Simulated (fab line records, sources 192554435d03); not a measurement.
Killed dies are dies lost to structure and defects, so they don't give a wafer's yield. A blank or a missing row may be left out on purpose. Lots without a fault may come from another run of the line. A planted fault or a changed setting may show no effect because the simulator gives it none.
Split-lot experiment | flow n5_finfet | 7 lots, 21 wafers read, on a route of 1938 steps

THE SPLIT
At N5_BEOL_M11_VIA_ETCH_34 (etches SiCOH lowk in C4F6/O2, target depth 184.5 nm, time 69.2 s), the setting time_s was moved away from the recipe's 69.2 s on 9 of the 21 wafers read, by -17.8% to +22.3%. The other wafers ran this setting at the recipe's value.

The reading is taken at the split's own step.

THE READING
SOC_of_BEOL_M11_COAT_63.thk_nm (the simulator's own value, which no gauge read), in nm, at N5_BEOL_M11_VIA_ETCH_34 (etches SiCOH lowk in C4F6/O2, target depth 184.5 nm, time 69.2 s). The file gives no usual value for it. The 12 wafers here that ran the recipe average 92.0 nm, standard deviation 0.45 nm.

wafer  | tool, chamber at the split | time_s as run, s | against the recipe | SOC_of_BEOL_M11_COAT_63.thk_nm, nm | against lot-mates on the recipe
L074.1 | rie_diel-04, 3             | 56.86            | -17.8%             | 93.8                               | +1.0
L074.2 | rie_diel-04, 2             | 69.2             | recipe             | 92.8                               | -
L074.3 | rie_diel-04, 0             | 69.2             | recipe             | 92.8                               | -
L077.3 | rie_diel-03, 2             | 69.2             | recipe             | 91.8                               | -
L077.4 | rie_diel-03, 3             | 62.5             | -9.7%              | 92.6                               | +0.8
L077.5 | rie_diel-03, 3             | 69.2             | recipe             | 91.8                               | -
L078.2 | rie_diel-03, 3             | 84.62            | +22.3%             | 90                                 | -2.0
L078.4 | rie_diel-03, 0             | 84.62            | +22.3%             | 90.4                               | -1.6
L078.5 | rie_diel-03, 0             | 69.2             | recipe             | 92                                 | -
L081.3 | rie_diel-02, 3             | 69.2             | recipe             | 91.6                               | -
L081.4 | rie_diel-02, 1             | 69.2             | recipe             | 91.8                               | -
L081.5 | rie_diel-02, 1             | 75.12            | +8.6%              | 91                                 | -0.7
L084.1 | rie_diel-02, 1             | 69.2             | recipe             | 91.2                               | -
L084.4 | rie_diel-02, 0             | 69.2             | recipe             | 91.6                               | -
L084.5 | rie_diel-02, 0             | 69.2             | recipe             | 91.8                               | -
L087.1 | rie_diel-02, 3             | 76.35            | +10.3%             | 91.6                               | -0.6
L087.3 | rie_diel-02, 2             | 69.2             | recipe             | 92.2                               | -
L087.4 | rie_diel-02, 3             | 76.35            | +10.3%             | 91.6                               | -0.6
L094.3 | rie_diel-02, 0             | 69.2             | recipe             | 92                                 | -
L094.4 | rie_diel-02, 2             | 63.86            | -7.7%              | 92.4                               | +0.4
L094.6 | rie_diel-02, 1             | 63.86            | -7.7%              | 93                                 | +1.0

THE FIT
A straight line over all 21 wafers: SOC_of_BEOL_M11_COAT_63.thk_nm changes by -0.0807 nm for each +1% of time_s; r = -0.88; the points scatter about the line by 0.42 nm.
The same after taking each lot's own level away (the mean of its wafers on the recipe; 21 wafers): -0.0746 nm for each +1%; r = -0.97; scatter 0.19 nm.
On that fit, the largest move of time_s shifts the reading by 1.7 nm.
The lots' own levels span 91.53 to 92.80 nm, that is 2.8 times the standard deviation above.
So the lot-to-lot level changes the slope little: the two slopes agree.
Check: with one of the wafers moved furthest among these (+22.3%) left out of the fit, the line predicts -1.52 nm for it against its lot-mates. It came out at -2 nm against them.

THE WHOLE CHAIN: every reading that the file lists as answering this split, in the file's order
step                    | what it does                                                     | reading                                                                         | change (the file's fit)                | r (the file's)
N5_BEOL_M11_VIA_ETCH_34 | etches SiCOH lowk in C4F6/O2, target depth 184.5 nm, time 69.2 s | etch.depth_nm (the simulator's own value, which no gauge read)                  | +1.74 nm for each +1% of the setting   | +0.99
N5_BEOL_M11_VIA_ETCH_34 | etches SiCOH lowk in C4F6/O2, target depth 184.5 nm, time 69.2 s | SOC_of_BEOL_M11_COAT_63.thk_nm (the simulator's own value, which no gauge read) | -0.0726 nm for each +1% of the setting | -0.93

THE FILE'S OWN FIT
SOC_of_BEOL_M11_COAT_63.thk_nm changes by -0.0726 nm for each +1% of time_s, r = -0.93.
